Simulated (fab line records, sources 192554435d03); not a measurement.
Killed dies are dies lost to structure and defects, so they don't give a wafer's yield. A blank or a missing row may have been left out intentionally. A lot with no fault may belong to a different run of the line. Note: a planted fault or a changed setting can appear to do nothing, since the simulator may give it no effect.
fab line records	flow n5-finfet
record lots=24	wafers=72	last-day=20
route steps=1938 shown BEOL_M15@1821 MIM_TOP_LITHO@1847 MIM_BOT_LITHO@1863 MIM_BOT_ETCH@1868 PASS1_CAP@1874
lots that met no fault: taken from a fault-free run of the same line
start-h: the number of hours between the record's first day and the start of the first shown wafer of the lot	wait-h: hours elapsed since this lot's preceding step	" repeats the value in the row above	L1.1+2: one row covering several wafers at once	- no value, or no start given	* or withheld: withheld	< > ~ a bound
route shown NAME@n: NAME is a module with steps in the file, n the number in the route of the first one	usual: average and standard deviation across the fault-free wafers	same: alike in all rows	chamber/n: place in a boat	sites: per-site readings	_std_site: the values' standard deviation	_edge_site: outer sites' mean less inner sites'	radius-mm: for every site, how far away it sits from the centre of the wafer	mask NAME#n: copy n	behind: the tool/chamber that last shaped the wafer	hold: why the lot was held/for how many hours/how that ended	device: transistor that didn't switch, given as n, p or np	end of line: tests run on the same wafers once the route is complete	a step with no rows: only its recipe	killed: dies that structure and defects cost at the first sort, which is not the same as the wafer's yield	map: per-die view of a wafer (x killed, . not killed, _ where there is no die)
set.NAME: the run value of the setting; set.NAME@STEP: its run value at that earlier step	model.NAME: the simulator's own value behind a step, which no gauge read
route steps across a sampled set of lots; one table per step, one row per wafer
services: the hour from which a tool's chamber was out of use, counted from the record's first day as start-h (under 0 if before that day), plus the number of hours and why
## steps
# step N5_BEOL_M15_SPUTTER_45
# recipe material=Cu	target-thk-a=1000	temp-c=-20	bias-v=60	power-w=26000	chamber-pressure-pa=0.13	time-s=16.67
# usual bias-v=60.0/0.6	throttle-valve-pct=29.6/0.87
lot.wafer	tool	chamber	start-h	wait-h	bias-v	throttle-valve-pct
L074.2	pvd-sputter-01	-	284.88	0.0	60.9	30.7
L074.3	"	-	"	"	60.8	30.6
L074.5	"	-	"	"	58.6	28.9
L075.3	pvd-sputter-03	-	303.98	0.0	59.8	29.1
L075.5	"	-	"	"	59.8	28.7
L075.6	"	-	"	"	59.6	29.0
L078.1	pvd-sputter-03	-	316.85	0.0	61.2	28.8
L078.3	"	-	"	"	60.6	31.3
L078.6	"	-	"	"	59.9	31.4
L076.1	pvd-sputter-02	-	318.51	0.0	60.2	29.4
L076.4	"	-	"	"	59.7	29.8
L076.5	"	-	"	"	60.0	29.7
L077.1	pvd-sputter-03	-	322.09	0.0	59.0	28.7
L077.4	"	-	"	"	60.6	29.9
L077.5	"	-	"	"	59.7	31.2
L079.1	pvd-sputter-03	-	329.85	0.0	59.7	29.6
L079.4	"	-	"	"	59.9	28.5
L079.6	"	-	"	"	60.6	28.3
L083.2	pvd-sputter-01	-	331.25	0.0	59.7	30.6
L083.5	"	-	"	"	59.1	28.4
L083.6	"	-	"	"	60.5	30.6
L082.2	pvd-sputter-02	-	335.66	0.0	59.1	28.8
L082.4	"	-	"	"	60.2	29.1
L082.5	"	-	"	"	60.5	30.4
L080.1	pvd-sputter-01	-	345.82	0.0	60.1	28.7
L080.3	"	-	"	"	60.1	30.5
L080.6	"	-	"	"	60.2	28.9
L084.1	pvd-sputter-03	-	359.51	0.0	59.6	31.1
L084.4	"	-	"	"	59.3	29.8
L084.6	"	-	"	"	60.3	29.0
L081.2	pvd-sputter-02	-	362.64	0.0	60.6	30.5
L081.3	"	-	"	"	59.4	29.0
L081.4	"	-	"	"	59.8	29.2
L085.1	pvd-sputter-02	-	365.54	0.0	60.5	29.2
L085.2	"	-	"	"	60.0	29.8
L085.4	"	-	"	"	60.0	28.9
L088.1	pvd-sputter-02	-	377.82	0.0	59.7	29.3
L088.2	"	-	"	"	59.8	28.8
L088.6	"	-	"	"	59.7	29.4
L087.1	pvd-sputter-03	-	378.16	0.0	60.1	28.7
L087.2	"	-	"	"	60.7	29.2
L087.4	"	-	"	"	60.0	31.0
L089.1	pvd-sputter-03	-	384.93	0.0	60.4	31.0
L089.2	"	-	"	"	60.2	28.6
L089.6	"	-	"	"	59.9	28.5
L086.2	pvd-sputter-03	-	401.87	0.0	61.3	28.5
L086.4	"	-	"	"	60.4	29.4
L086.6	"	-	"	"	59.7	29.8
L091.1	pvd-sputter-02	-	402.20	0.0	59.3	28.8
L091.4	"	-	"	"	60.2	30.2
L091.5	"	-	"	"	60.8	30.6
L093.3	pvd-sputter-02	-	414.95	0.0	60.5	29.5
L093.4	"	-	"	"	60.3	30.3
L093.6	"	-	"	"	60.4	30.1
L092.1	pvd-sputter-03	-	422.40	0.0	60.0	30.0
L092.3	"	-	"	"	59.4	31.2
L092.5	"	-	"	"	59.6	29.8
L094.4	pvd-sputter-03	-	435.85	0.0	60.3	28.6
L094.5	"	-	"	"	60.5	31.1
L094.6	"	-	"	"	59.1	28.5
L090.1	pvd-sputter-03	-	454.00	0.0	59.7	28.5
L090.3	"	-	"	"	59.4	29.2
L090.5	"	-	"	"	59.6	31.2
L097.1	pvd-sputter-02	-	458.68	0.0	60.9	29.1
L097.4	"	-	"	"	59.6	29.7
L097.6	"	-	"	"	59.6	29.5
L096.2	pvd-sputter-02	-	460.86	0.0	58.5	30.3
L096.3	"	-	"	"	59.5	29.6
L096.4	"	-	"	"	59.8	28.7
L095.2	pvd-sputter-03	-	470.07	0.0	61.1	29.1
L095.4	"	-	"	"	60.6	29.8
L095.5	"	-	"	"	58.9	31.1
# step N5_MIM_TOP_LITHO_CD_MEAS_08
# recipe target-cd-nm=2000	landing-energy-ev=500	detector=se-inlens
# usual cd-nm=2000.2/2.6
lot.wafer	tool	chamber	start-h	wait-h	cd-nm
L074.2	cd-sem-02	0	289.60	-	2000.3
L074.3	"	0	"	"	2001.1
L074.5	"	0	"	"	1998.5
L075.3	cd-sem-02	0	308.66	-	2002.7
L075.5	"	0	"	"	2006.5
L075.6	"	0	"	"	2002.0
L078.1	cd-sem-02	0	322.88	-	2000.0
L078.3	"	0	"	"	1998.6
L078.6	"	0	"	"	1997.6
L076.1	cd-sem-03	0	323.38	-	2001.9
L076.4	"	0	"	"	2001.4
L076.5	"	0	"	"	2003.1
L077.1	cd-sem-02	0	326.51	-	1999.1
L077.4	"	0	"	"	2002.1
L077.5	"	0	"	"	2000.5
L079.1	cd-sem-02	0	334.01	-	1998.1
L079.4	"	0	"	"	2002.2
L079.6	"	0	"	"	2000.3
L083.2	cd-sem-03	0	336.48	-	1997.5
L083.5	"	0	"	"	1998.6
L083.6	"	0	"	"	1998.9
L082.2	cd-sem-02	0	339.45	-	1999.0
L082.4	"	0	"	"	2002.9
L082.5	"	0	"	"	2002.6
L080.1	cd-sem-03	0	349.73	-	1997.9
L080.3	"	0	"	"	2000.5
L080.6	"	0	"	"	1997.6
L084.1	cd-sem-03	0	365.06	-	1999.7
L084.4	"	0	"	"	1999.0
L084.6	"	0	"	"	1998.8
L081.2	cd-sem-03	0	366.18	-	1999.7
L081.3	"	0	"	"	1995.5
L081.4	"	0	"	"	1998.7
L085.1	cd-sem-01	0	369.33	-	1997.1
L085.2	"	0	"	"	2003.9
L085.4	"	0	"	"	2001.2
L088.1	cd-sem-02	0	385.69	-	1996.5
L088.2	"	0	"	"	2002.0
L088.6	"	0	"	"	1998.3
L087.1	cd-sem-01	0	388.02	-	2002.2
L087.2	"	0	"	"	1998.2
L087.4	"	0	"	"	1997.8
L089.1	cd-sem-01	0	388.91	-	2002.1
L089.2	"	0	"	"	2001.9
L089.6	"	0	"	"	2002.7
L086.2	cd-sem-02	0	406.91	-	2001.5
L086.4	"	0	"	"	2002.4
L086.6	"	0	"	"	2001.8
L091.1	cd-sem-02	0	407.84	-	2001.3
L091.4	"	0	"	"	2001.2
L091.5	"	0	"	"	2002.3
L093.3	cd-sem-01	0	421.99	-	1999.2
L093.4	"	0	"	"	2003.3
L093.6	"	0	"	"	2001.5
L092.1	cd-sem-01	0	427.23	-	2001.6
L092.3	"	0	"	"	2000.6
L092.5	"	0	"	"	2000.0
L094.4	cd-sem-02	0	448.33	-	1997.5
L094.5	"	0	"	"	2000.7
L094.6	"	0	"	"	2000.9
L090.1	cd-sem-02	0	458.74	-	2000.1
L090.3	"	0	"	"	2004.1
L090.5	"	0	"	"	2000.7
L097.1	cd-sem-03	0	467.63	-	1995.4
L097.4	"	0	"	"	2000.7
L097.6	"	0	"	"	2002.9
L096.2	cd-sem-01	0	467.88	-	2000.7
L096.3	"	0	"	"	2001.3
L096.4	"	0	"	"	2002.1
L095.2	cd-sem-01	0	479.12	-	2002.0
L095.4	"	0	"	"	1999.9
L095.5	"	0	"	"	2000.8
# step N5_MIM_BOT_LITHO_OVL_MEAS_11
# recipe points-per-wafer=44
# usual MIM_BOT_OVL=5/6
lot.wafer	tool	chamber	start-h	wait-h	MIM_BOT_OVL[nm]
L074.2	overlay-01	0	290.48	0.0	-2
L074.3	"	0	"	"	15
L074.5	"	0	"	"	8
L075.3	overlay-02	0	309.55	0.0	0
L075.5	"	0	"	"	9
L075.6	"	0	"	"	5
L078.1	overlay-02	0	323.86	0.0	5
L078.3	"	0	"	"	2
L078.6	"	0	"	"	1
L076.1	overlay-01	0	324.18	0.0	7
L076.4	"	0	"	"	9
L076.5	"	0	"	"	9
L077.1	overlay-01	0	327.50	0.0	12
L077.4	"	0	"	"	12
L077.5	"	0	"	"	6
L079.1	overlay-02	0	334.99	0.0	5
L079.4	"	0	"	"	4
L079.6	"	0	"	"	-3
L083.2	overlay-01	0	337.39	0.0	9
L083.5	"	0	"	"	7
L083.6	"	0	"	"	6
L082.2	overlay-02	0	340.22	0.0	2
L082.4	"	0	"	"	2
L082.5	"	0	"	"	8
L080.1	overlay-02	0	350.65	0.0	11
L080.3	"	0	"	"	2
L080.6	"	0	"	"	3
L084.1	overlay-02	0	366.52	0.0	-3
L084.4	"	0	"	"	-9
L084.6	"	0	"	"	0
L081.2	overlay-02	0	367.88	0.0	11
L081.3	"	0	"	"	2
L081.4	"	0	"	"	6
L085.1	overlay-02	0	370.66	0.0	5
L085.2	"	0	"	"	-7
L085.4	"	0	"	"	-2
L088.1	overlay-02	0	386.65	0.0	3
L088.2	"	0	"	"	9
L088.6	"	0	"	"	4
L087.1	overlay-01	0	389.27	0.0	5
L087.2	"	0	"	"	10
L087.4	"	0	"	"	11
L089.1	overlay-02	0	389.69	0.0	0
L089.2	"	0	"	"	2
L089.6	"	0	"	"	-6
L086.2	overlay-02	0	408.02	0.0	17
L086.4	"	0	"	"	18
L086.6	"	0	"	"	13
L091.1	overlay-02	0	408.62	0.0	5
L091.4	"	0	"	"	8
L091.5	"	0	"	"	2
L093.3	overlay-01	0	423.08	0.0	-4
L093.4	"	0	"	"	1
L093.6	"	0	"	"	6
L092.1	overlay-01	0	428.00	0.0	10
L092.3	"	0	"	"	9
L092.5	"	0	"	"	2
L094.4	overlay-02	0	449.09	0.0	5
L094.5	"	0	"	"	17
L094.6	"	0	"	"	1
L090.1	overlay-02	0	459.60	0.0	6
L090.3	"	0	"	"	6
L090.5	"	0	"	"	11
L097.1	overlay-01	0	468.73	0.0	5
L097.4	"	0	"	"	-5
L097.6	"	0	"	"	-1
L096.2	overlay-01	0	468.89	0.0	4
L096.3	"	0	"	"	-4
L096.4	"	0	"	"	3
L095.2	overlay-02	0	480.91	0.0	1
L095.4	"	0	"	"	-6
L095.5	"	0	"	"	3
# step N5_MIM_BOT_LITHO_INSPECT_12
# recipe mode=adi	inspect-instrument=macro
# usual raw-defect-count=2.1/1.6
lot.wafer	tool	chamber	start-h	wait-h	raw-defect-count
L074.2	defect-inspect-02	-	290.51	0.0	0
L074.3	"	-	"	"	0
L074.5	"	-	"	"	2
L075.3	defect-inspect-01	-	309.57	0.0	3
L075.5	"	-	"	"	0
L075.6	"	-	"	"	2
L078.1	defect-inspect-02	-	323.88	0.0	3
L078.3	"	-	"	"	1
L078.6	"	-	"	"	1
L076.1	defect-inspect-02	-	324.20	0.0	2
L076.4	"	-	"	"	2
L076.5	"	-	"	"	1
L077.1	defect-inspect-02	-	327.52	0.0	1
L077.4	"	-	"	"	1
L077.5	"	-	"	"	1
L079.1	defect-inspect-01	-	335.01	0.0	0
L079.4	"	-	"	"	2
L079.6	"	-	"	"	0
L083.2	defect-inspect-02	-	337.41	0.0	3
L083.5	"	-	"	"	2
L083.6	"	-	"	"	1
L082.2	defect-inspect-01	-	340.24	0.0	1
L082.4	"	-	"	"	2
L082.5	"	-	"	"	1
L080.1	defect-inspect-01	-	350.67	0.0	2
L080.3	"	-	"	"	1
L080.6	"	-	"	"	3
L084.1	defect-inspect-02	-	366.54	0.0	2
L084.4	"	-	"	"	3
L084.6	"	-	"	"	1
L081.2	defect-inspect-01	-	367.90	0.0	2
L081.3	"	-	"	"	1
L081.4	"	-	"	"	3
L085.1	defect-inspect-01	-	370.69	0.0	4
L085.2	"	-	"	"	2
L085.4	"	-	"	"	2
L088.1	defect-inspect-02	-	386.68	0.0	0
L088.2	"	-	"	"	2
L088.6	"	-	"	"	0
L087.1	defect-inspect-01	-	389.29	0.0	4
L087.2	"	-	"	"	2
L087.4	"	-	"	"	2
L089.1	defect-inspect-01	-	389.71	0.0	2
L089.2	"	-	"	"	1
L089.6	"	-	"	"	2
L086.2	defect-inspect-02	-	408.05	0.0	1
L086.4	"	-	"	"	0
L086.6	"	-	"	"	5
L091.1	defect-inspect-02	-	408.65	0.0	2
L091.4	"	-	"	"	3
L091.5	"	-	"	"	4
L093.3	defect-inspect-01	-	423.10	0.0	2
L093.4	"	-	"	"	2
L093.6	"	-	"	"	0
L092.1	defect-inspect-02	-	428.02	0.0	1
L092.3	"	-	"	"	4
L092.5	"	-	"	"	2
L094.4	defect-inspect-01	-	449.12	0.0	2
L094.5	"	-	"	"	2
L094.6	"	-	"	"	3
L090.1	defect-inspect-01	-	459.63	0.0	2
L090.3	"	-	"	"	2
L090.5	"	-	"	"	2
L097.1	defect-inspect-02	-	468.76	0.0	2
L097.4	"	-	"	"	0
L097.6	"	-	"	"	1
L096.2	defect-inspect-02	-	468.92	0.0	3
L096.3	"	-	"	"	1
L096.4	"	-	"	"	1
L095.2	defect-inspect-02	-	480.93	0.0	6
L095.4	"	-	"	"	4
L095.5	"	-	"	"	1
# step N5_MIM_BOT_ETCH_ETCH_00
# recipe chemistry=Cl2/BCl3	target=TiN	target-depth-a=455	ion-energy-ev=150	pressure-mtorr=10	icp-w=1000	bias-w=126	Cl2_flow_sccm=53.25	bcl3-flow-sccm=21.75	Ar_flow_sccm=25
# usual drypump-motor-current-A=5.65/0.17	mfc-ar-sccm=25.00/0.078	oes-product-au=0.81/0.051	throttle-valve-pct=22.00/0.19
lot.wafer	tool	chamber	start-h	wait-h	drypump-motor-current-A	mfc-ar-sccm	oes-product-au	rf-hours-counter-h	throttle-valve-pct
L074.2	rie-metal-03	1	290.92	0.2	5.72	24.99	0.90	-	21.95
L074.3	"	1	"	"	5.75	24.99	0.90	-	21.93
L074.5	"	1	"	"	5.74	25.01	0.90	-	21.95
L075.3	rie-metal-01	0	309.89	0.1	5.69	24.99	0.86	-	22.09
L075.5	"	1	"	"	5.86	24.93	0.87	-	22.28
L075.6	"	0	"	"	5.72	24.91	0.85	-	22.09
L078.1	rie-metal-02	0	324.33	0.1	5.65	24.99	0.77	46	21.70
L078.3	"	1	"	"	5.32	24.89	0.77	-	21.98
L078.6	"	1	"	"	5.34	24.86	0.77	-	21.99
L076.1	rie-metal-01	1	324.87	0.1	5.87	24.93	0.86	18	22.28
L076.4	"	1	"	"	5.87	24.99	0.85	-	22.27
L076.5	"	0	"	"	5.74	24.94	0.85	-	22.08
L077.1	rie-metal-02	1	327.80	0.1	5.34	25.08	0.77	39	21.97
L077.4	"	0	"	"	5.64	24.93	0.77	-	21.68
L077.5	"	0	"	"	5.61	24.96	0.77	-	21.70
L079.1	rie-metal-01	0	335.39	0.1	5.74	24.96	0.85	22	22.07
L079.4	"	1	"	"	5.84	25.15	0.86	-	22.26
L079.6	"	1	"	"	5.89	25.10	0.87	-	22.26
L083.2	rie-metal-02	1	337.97	0.1	5.37	24.89	0.77	40	21.99
L083.5	"	0	"	"	5.66	25.09	0.76	-	21.72
L083.6	"	1	"	"	5.36	24.96	0.76	-	21.98
L082.2	rie-metal-01	0	340.52	0.1	5.71	24.92	0.84	23	22.09
L082.4	"	0	"	"	5.71	24.78	0.84	-	22.08
L082.5	"	0	"	"	5.69	24.92	0.85	-	22.08
L080.1	rie-metal-01	0	350.95	0.1	5.73	24.92	0.83	24	22.07
L080.3	"	1	"	"	5.87	24.99	0.84	-	22.28
L080.6	"	0	"	"	5.74	25.04	0.84	-	22.10
L084.1	rie-metal-02	0	367.91	0.1	5.67	24.97	0.77	50	21.70
L084.4	"	1	"	"	5.34	25.18	0.76	-	21.98
L084.6	"	1	"	"	5.35	25.06	0.77	-	21.98
L081.2	rie-metal-01	1	368.96	0.1	5.85	24.90	0.85	22	22.29
L081.3	"	0	"	"	5.74	25.03	0.84	-	22.10
L081.4	"	1	"	"	5.87	24.98	0.85	-	22.27
L085.1	rie-metal-02	0	371.12	0.1	5.65	25.00	0.76	51	21.70
L085.2	"	1	"	"	5.37	24.92	0.75	43	21.98
L085.4	"	1	"	"	5.40	24.94	0.75	-	21.98
L088.1	rie-metal-03	0	386.97	0.1	5.69	25.08	0.89	8	22.04
L088.2	"	1	"	"	5.72	24.94	0.85	20	21.98
L088.6	"	0	"	"	5.71	25.09	0.89	-	22.05
L087.1	rie-metal-01	1	389.57	0.1	5.86	25.07	0.84	24	22.27
L087.2	"	0	"	"	5.72	24.98	0.83	27	22.12
L087.4	"	1	"	"	5.87	24.99	0.84	-	22.32
L089.1	rie-metal-02	0	389.99	0.1	5.63	24.97	0.76	52	21.70
L089.2	"	1	"	"	5.33	24.95	0.75	44	21.96
L089.6	"	0	"	"	5.66	25.00	0.75	-	21.72
L086.2	rie-metal-01	0	408.33	0.1	5.75	24.99	0.82	28	22.09
L086.4	"	0	"	"	5.73	25.01	0.84	-	22.10
L086.6	"	1	"	"	5.84	24.96	0.84	-	22.27
L091.1	rie-metal-02	0	408.93	0.1	5.65	25.00	0.77	54	21.67
L091.4	"	1	"	"	5.38	25.03	0.76	-	21.97
L091.5	"	0	"	"	5.64	25.08	0.76	-	21.69
L093.3	rie-metal-02	1	423.42	0.1	5.35	25.09	0.75	-	21.99
L093.4	"	0	"	"	5.65	25.02	0.75	-	21.71
L093.6	"	0	"	"	5.67	24.97	0.75	-	21.71
L092.1	rie-metal-03	0	428.39	0.1	5.70	25.02	0.88	11	22.04
L092.3	"	0	"	"	5.68	24.99	0.87	-	22.06
L092.5	"	0	"	"	5.69	24.97	0.87	-	22.03
L094.4	rie-metal-02	1	449.44	0.1	5.32	25.01	0.74	-	22.00
L094.5	"	0	"	"	5.63	24.99	0.75	-	21.70
L094.6	"	1	"	"	5.33	24.95	0.75	-	22.00
L090.1	rie-metal-02	0	460.34	0.1	5.67	24.92	0.75	58	21.72
L090.3	"	1	"	"	5.36	24.97	0.74	-	21.99
L090.5	"	1	"	"	5.37	25.00	0.75	-	21.99
L097.1	rie-metal-03	1	469.04	0.1	5.71	25.12	0.84	26	21.97
L097.4	"	0	"	"	5.71	25.04	0.87	-	22.07
L097.6	"	1	"	"	5.74	25.20	0.84	-	21.97
L096.2	rie-metal-02	0	469.28	0.1	5.65	24.92	0.73	58	21.73
L096.3	"	0	"	"	5.65	25.00	0.75	-	21.74
L096.4	"	1	"	"	5.37	25.09	0.74	-	21.99
L095.2	rie-metal-01	1	481.21	0.1	5.85	24.96	0.83	30	22.29
L095.4	"	1	"	"	5.86	25.06	0.81	-	22.31
L095.5	"	1	"	"	5.86	25.03	0.82	-	22.30
# step N5_PASSIVATION_PECVD_01
# recipe material=SiNx	target-thk-a=2000	temp-c=400	precursor=SiH4/NH3/N2	pressure-torr=4.9	rf-w=1406	time-s=43.2
# usual heater-power-w=442/130	showerhead-plenum-p-Torr=8.69/0.087	throttle-valve-pct=30.1/2.4
lot.wafer	tool	chamber	start-h	wait-h	heater-power-w	showerhead-plenum-p-Torr	throttle-valve-pct
L074.2	pecvd-04	1	291.68	0.0	351	8.70	36.0
L074.3	"	2	"	"	438	8.55	28.5
L074.5	"	2	"	"	462	8.54	28.5
L075.3	pecvd-04	1	310.52	0.0	323	8.66	35.7
L075.5	"	0	"	"	448	8.79	30.1
L075.6	"	2	"	"	474	8.55	28.5
L078.1	pecvd-01	2	325.01	0.0	486	8.71	28.2
L078.3	"	0	"	"	388	8.64	30.6
L078.6	"	2	"	"	495	8.70	28.1
L076.1	pecvd-03	2	325.56	0.0	559	8.58	29.0
L076.4	"	2	"	"	568	8.58	29.1
L076.5	"	2	"	"	594	8.59	28.8
L077.1	pecvd-04	0	328.51	0.0	421	8.84	30.0
L077.4	"	1	"	"	405	8.69	35.8
L077.5	"	0	"	"	413	8.82	29.8
L079.1	pecvd-01	1	336.18	0.0	219	8.68	29.5
L079.4	"	0	"	"	362	8.66	30.9
L079.6	"	1	"	"	227	8.66	29.5
L083.2	pecvd-03	2	338.67	0.0	743	8.59	29.2
L083.5	"	2	"	"	549	8.58	29.1
L083.6	"	0	"	"	572	8.77	34.3
L082.2	pecvd-01	2	341.20	0.0	351	8.69	28.2
L082.4	"	0	"	"	352	8.65	30.7
L082.5	"	2	"	"	379	8.69	28.2
L080.1	pecvd-03	0	351.71	0.0	450	8.74	34.0
L080.3	"	1	"	"	437	8.76	27.5
L080.6	"	2	"	"	676	8.59	28.9
L084.1	pecvd-03	1	368.68	0.0	415	8.74	27.7
L084.4	"	2	"	"	688	8.60	29.2
L084.6	"	0	"	"	520	8.77	34.1
L081.2	pecvd-04	1	369.72	0.0	289	8.69	35.7
L081.3	"	0	"	"	418	8.81	29.8
L081.4	"	0	"	"	435	8.85	29.9
L085.1	pecvd-04	2	371.79	0.0	499	8.53	29.0
L085.2	"	0	"	"	322	8.84	29.7
L085.4	"	1	"	"	352	8.68	35.9
L088.1	pecvd-01	0	387.95	0.0	386	8.66	30.6
L088.2	"	2	"	"	466	8.68	28.1
L088.6	"	0	"	"	375	8.67	30.5
L087.1	pecvd-03	2	390.25	0.0	755	8.61	29.0
L087.2	"	0	"	"	568	8.74	34.1
L087.4	"	0	"	"	587	8.81	34.3
L089.1	pecvd-03	0	390.67	0.0	529	8.77	33.9
L089.2	"	1	"	"	337	8.75	27.7
L089.6	"	0	"	"	534	8.76	34.2
L086.2	pecvd-03	0	409.00	0.0	574	8.78	34.1
L086.4	"	2	"	"	717	8.59	29.2
L086.6	"	1	"	"	411	8.76	27.9
L091.1	pecvd-01	1	409.74	0.0	185	8.67	29.4
L091.4	"	1	"	"	202	8.68	29.2
L091.5	"	2	"	"	432	8.69	28.1
L093.3	pecvd-03	1	424.06	0.0	438	8.76	28.0
L093.4	"	2	"	"	665	8.61	29.2
L093.6	"	0	"	"	578	8.79	34.1
L092.1	pecvd-04	2	429.08	0.0	490	8.56	29.0
L092.3	"	2	"	"	511	8.54	29.1
L092.5	"	0	"	"	444	8.84	29.8
L094.4	pecvd-01	2	450.51	0.0	491	8.68	28.1
L094.5	"	0	"	"	327	8.66	30.8
L094.6	"	1	"	"	254	8.66	29.3
L090.1	pecvd-03	1	461.04	0.0	461	8.77	27.5
L090.3	"	0	"	"	577	8.78	34.4
L090.5	"	1	"	"	450	8.74	27.8
L097.1	pecvd-04	0	469.74	0.0	376	8.82	29.8
L097.4	"	0	"	"	385	8.82	29.8
L097.6	"	0	"	"	392	8.82	30.1
L096.2	pecvd-04	1	470.00	0.0	369	8.69	28.4
L096.3	"	0	"	"	330	8.82	29.9
L096.4	"	1	"	"	395	8.65	28.1
L095.2	pecvd-04	0	481.93	0.0	422	8.83	29.8
L095.4	"	0	"	"	422	8.82	29.8
L095.5	"	0	"	"	432	8.82	30.0
## services
tool	chamber	start-h	hours	kind
rie-metal-03	0	273.67	-	clean
rie-metal-03	0	273.67	26.6	scheduled-down
pecvd-03	0	280.98	5.5	scheduled-down
pecvd-01	-	295.80	14.6	pm
pecvd-03	0	307.10	28.4	repair
pecvd-01	1	366.46	4.7	repair
pecvd-03	1	373.44	2.1	scheduled-down
pecvd-04	1	382.92	3.5	repair
pecvd-04	1	386.68	-	clean
pecvd-04	1	386.68	-	consumable-replace:showerhead
pecvd-04	1	386.68	29.0	scheduled-down
pecvd-04	1	386.68	29.0	vent-cycle
pvd-sputter-01	-	393.50	73.0	repair
pecvd-01	-	413.47	2.8	pm
pecvd-01	-	423.46	1.5	repair
pecvd-04	-	423.84	0.3	repair
pecvd-04	1	426.41	11.2	repair
pvd-sputter-02	-	431.19	14.6	repair
pecvd-03	0	434.11	16.5	scheduled-down
pecvd-03	1	440.96	16.0	repair
pecvd-03	2	462.56	4.6	scheduled-down
rie-metal-03	-	462.95	1.3	repair
pecvd-04	2	467.43	15.1	repair
pecvd-03	2	467.93	8.8	repair
## key
fault none
